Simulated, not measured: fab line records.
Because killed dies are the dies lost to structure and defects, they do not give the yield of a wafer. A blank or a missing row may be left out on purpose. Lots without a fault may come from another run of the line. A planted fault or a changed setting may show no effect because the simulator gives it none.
Split-lot experiment :: flow n5-finfet :: 21 wafers read across 7 lots, on a route 1938 steps long

## THE SPLIT ITSELF
At N5_MIM_BOT_LITHO_EXPOSE_05 (exposes mask MIM BOT), the setting dose-mj was moved away from the recipe's 24.25 on 6 of the 21 wafers read, by -5.9% to +7.5%. The other wafers ran this setting at the recipe's value.

## FROM THE SPLIT TO THE READING: what the file shows between them, 3 steps
- N5_MIM_BOT_LITHO_PEB_06
- N5_MIM_BOT_LITHO_DEVELOP_07: develop time 60 s
- N5_MIM_BOT_LITHO_HARDBAKE_09: time 120 s

## THE READING
At N5_MIM_BOT_LITHO_CD_MEAS_08: cd-nm in nanometres, against a target cd of 3000 nm. Fault-free wafers of this fab line usually give 3000.0 nm, standard deviation 1.3 nm.

wafer: L077.3
tool, chamber at the split: krf-scanner-02, 0
dose-mj as run: 24.25
against the recipe: recipe
cd-nm, nm: 3002.2
against lot-mates on the recipe: -

wafer: L077.4
tool, chamber at the split: krf-scanner-02, 0
dose-mj as run: 24.25
against the recipe: recipe
cd-nm, nm: 3001.3
against lot-mates on the recipe: -

wafer: L077.5
tool, chamber at the split: krf-scanner-02, 0
dose-mj as run: 24.25
against the recipe: recipe
cd-nm, nm: 3003.6
against lot-mates on the recipe: -

wafer: L079.1
tool, chamber at the split: krf-scanner-02, 0
dose-mj as run: 24.25
against the recipe: recipe
cd-nm, nm: 2999.0
against lot-mates on the recipe: -

wafer: L079.3
tool, chamber at the split: krf-scanner-02, 0
dose-mj as run: 22.83
against the recipe: -5.9%
cd-nm, nm: 2988.7
against lot-mates on the recipe: -9.5

wafer: L079.5
tool, chamber at the split: krf-scanner-02, 0
dose-mj as run: 24.25
against the recipe: recipe
cd-nm, nm: 2997.4
against lot-mates on the recipe: -

wafer: L080.2
tool, chamber at the split: krf-scanner-02, 0
dose-mj as run: 24.96
against the recipe: +2.9%
cd-nm, nm: 3005.3
against lot-mates on the recipe: +4.2

wafer: L080.5
tool, chamber at the split: krf-scanner-02, 0
dose-mj as run: 24.96
against the recipe: +2.9%
cd-nm, nm: 3005.4
against lot-mates on the recipe: +4.3

wafer: L080.6
tool, chamber at the split: krf-scanner-02, 0
dose-mj as run: 24.25
against the recipe: recipe
cd-nm, nm: 3001.1
against lot-mates on the recipe: -

wafer: L085.1
tool, chamber at the split: krf-scanner-01, 0
dose-mj as run: 26.06
against the recipe: +7.5%
cd-nm, nm: 3013.7
against lot-mates on the recipe: +14.0

wafer: L085.5
tool, chamber at the split: krf-scanner-01, 0
dose-mj as run: 24.25
against the recipe: recipe
cd-nm, nm: 2999.3
against lot-mates on the recipe: -

wafer: L085.6
tool, chamber at the split: krf-scanner-01, 0
dose-mj as run: 24.25
against the recipe: recipe
cd-nm, nm: 3000.0
against lot-mates on the recipe: -

wafer: L088.2
tool, chamber at the split: krf-scanner-02, 0
dose-mj as run: 22.96
against the recipe: -5.3%
cd-nm, nm: 2991.3
against lot-mates on the recipe: -9.0

wafer: L088.3
tool, chamber at the split: krf-scanner-02, 0
dose-mj as run: 22.96
against the recipe: -5.3%
cd-nm, nm: 2990.3
against lot-mates on the recipe: -10.0

wafer: L088.6
tool, chamber at the split: krf-scanner-02, 0
dose-mj as run: 24.25
against the recipe: recipe
cd-nm, nm: 3000.3
against lot-mates on the recipe: -

wafer: L092.1
tool, chamber at the split: krf-scanner-02, 0
dose-mj as run: 24.25
against the recipe: recipe
cd-nm, nm: 3001.6
against lot-mates on the recipe: -

wafer: L092.2
tool, chamber at the split: krf-scanner-02, 0
dose-mj as run: 24.25
against the recipe: recipe
cd-nm, nm: 3000.3
against lot-mates on the recipe: -

wafer: L092.3
tool, chamber at the split: krf-scanner-02, 0
dose-mj as run: 24.25
against the recipe: recipe
cd-nm, nm: 3001.6
against lot-mates on the recipe: -

wafer: L095.1
tool, chamber at the split: krf-scanner-02, 0
dose-mj as run: 24.25
against the recipe: recipe
cd-nm, nm: 3002.2
against lot-mates on the recipe: -

wafer: L095.3
tool, chamber at the split: krf-scanner-02, 0
dose-mj as run: 24.25
against the recipe: recipe
cd-nm, nm: 3001.4
against lot-mates on the recipe: -

wafer: L095.6
tool, chamber at the split: krf-scanner-02, 0
dose-mj as run: 24.25
against the recipe: recipe
cd-nm, nm: 3001.3
against lot-mates on the recipe: -

THE FIT
A straight line over all 21 wafers: cd-nm changes by +1.83 nm for each +1% of dose-mj; r = +0.97; the points scatter about the line by 1.4 nm.
The same after taking each lot's own level away (the mean of its wafers on the recipe; 21 wafers): +1.75 nm for each +1%; r = +0.99; scatter 0.71 nm.
That fit puts the effect of the largest move of dose-mj on the reading at 13 nm.
Measured against the standard deviation above, the lots' own levels, which go from 2998.20 to 3002.37 nm, span 3.2 times it.
The two slopes are in agreement: the lot-to-lot level therefore moves the slope only a little.
Check: +12.4 nm against its lot-mates is what the line predicts for one of the wafers moved furthest among these (+7.5%) when that wafer is left out of the fit. It came out at +14 nm against them.

## THESE WAFERS: OTHER SPLITS
Other splits were also applied to these wafers ahead of the reading. Each is held against what the fit with the lots' levels taken away leaves over:
other split on the same wafers: N5_BEOL_M14_ILD_DEP_00 time-s
wafers away from the commonest value: 9
r with cd-nm (lot level and that fit taken away): -0.30

other split on the same wafers: N5_BEOL_M14_TRENCH_ETCH_34 time-s
wafers away from the commonest value: 6
r with cd-nm (lot level and that fit taken away): +0.42

other split on the same wafers: N5_BEOL_M14_SPUTTER_45 power-w
wafers away from the commonest value: 5
r with cd-nm (lot level and that fit taken away): +0.31

other split on the same wafers: N5_BEOL_M15_SPUTTER_44 power-w
wafers away from the commonest value: 10
r with cd-nm (lot level and that fit taken away): -0.26

## THE FILE'S OWN FIT
cd-nm changes by +1.76 nm for each +1% of dose-mj, r = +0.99.
